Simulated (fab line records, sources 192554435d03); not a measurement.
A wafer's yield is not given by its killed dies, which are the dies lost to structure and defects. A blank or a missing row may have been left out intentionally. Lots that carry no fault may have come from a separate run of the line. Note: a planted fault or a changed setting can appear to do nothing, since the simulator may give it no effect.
Chamber matching    flow n5_finfet    N5_BEOL_M11_CURE_72 on uv_cure-01: 3 sister chambers
The step cures SiCOH lowk, time 120 s. 30 wafers are shown with their chamber, then 12 later ones without.

== WAFERS WITH THEIR CHAMBER ==
wafer   chamber  wafer_temp_C_max  lamp_power_pct (%)
L074.1  1        372.4             52.28
L074.3  1        372.7             52.23
L074.5  1        372.3             52.40
L074.2  1        372.2             52.41
L074.4  1        373.2             52.30
L074.6  1        372.3             52.36
L076.3  0        371.5             52.25
L076.4  0        371.6             52.32
L076.5  0        371.5             52.31
L078.1  2        371.6             52.24
L078.4  2        371.7             52.23
L078.5  2        371.0             52.42
L079.1  2        371.3             52.29
L079.2  2        371.2             52.41
L079.3  2        371.3             52.19
L080.1  0        371.4             52.31
L080.2  0        371.9             52.27
L080.4  0        371.7             52.35
L085.3  2        372.0             52.42
L085.4  2        371.5             52.26
L085.6  2        371.8             52.41
L092.1  0        371.9             52.35
L092.2  0        371.4             52.38
L092.6  0        372.0             52.36
L092.3  0        371.5             52.13
L092.4  0        371.6             52.34
L092.5  0        371.5             52.36
L090.4  1        373.0             52.38
L090.5  1        372.3             52.31
L090.6  1        373.2             52.36

SIGNATURES (averages over the wafers above)
reading           chamber 0  chamber 1  chamber 2  scatter within a chamber
wafer_temp_C_max  371.625    372.622    371.489    0.312
lamp_power_pct    52.3108    52.3367    52.3189    0.0752
Rule: for each reading, subtract the chamber's mean from the wafer's reading, divide by that reading's scatter and square the result; add these up over the readings and take the root, which gives the wafer's distance from the chamber. If the next closest chamber is less than 2 further off than the closest, the wafer can't be placed; otherwise it belongs to the closest. The scatter: the root of (the sum of the squares of (reading less its chamber's mean) over the shown wafers, divided by (wafers less chambers)).

== WAFERS WITH NO CHAMBER GIVEN ==
wafer   wafer_temp_C_max  lamp_power_pct (%)
L096.1  372.9             52.32
L096.2  371.9             52.36
L096.4  373.4             52.21
L095.1  371.6             52.32
L095.4  371.6             52.32
L095.5  371.7             52.23
L095.2  371.8             52.20
L095.3  372.9             52.23
L095.6  371.4             52.28
L097.1  371.2             52.30
L097.2  371.2             52.44
L097.4  371.8             52.29

== CHAMBER TAKEN BY EACH ==
wafer    from the rows above            in truth
L096.1   1                              1
L096.2   can't be placed: 0 or 2 or 1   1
L096.4   1                              1
L095.1   can't be placed: 0 or 2        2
L095.4   can't be placed: 0 or 2        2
L095.5   can't be placed: 0 or 2        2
L095.2   can't be placed: 0 or 2 or 1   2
L095.3   1                              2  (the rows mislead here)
L095.6   can't be placed: 2 or 0        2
L097.1   can't be placed: 2 or 0        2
L097.2   can't be placed: 2 or 0        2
L097.4   can't be placed: 0 or 2        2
Placed correctly: 2 of 12. Can't be placed from these rows: 9 (the true chamber is among the candidates in 9). Wrongly placed: 1.
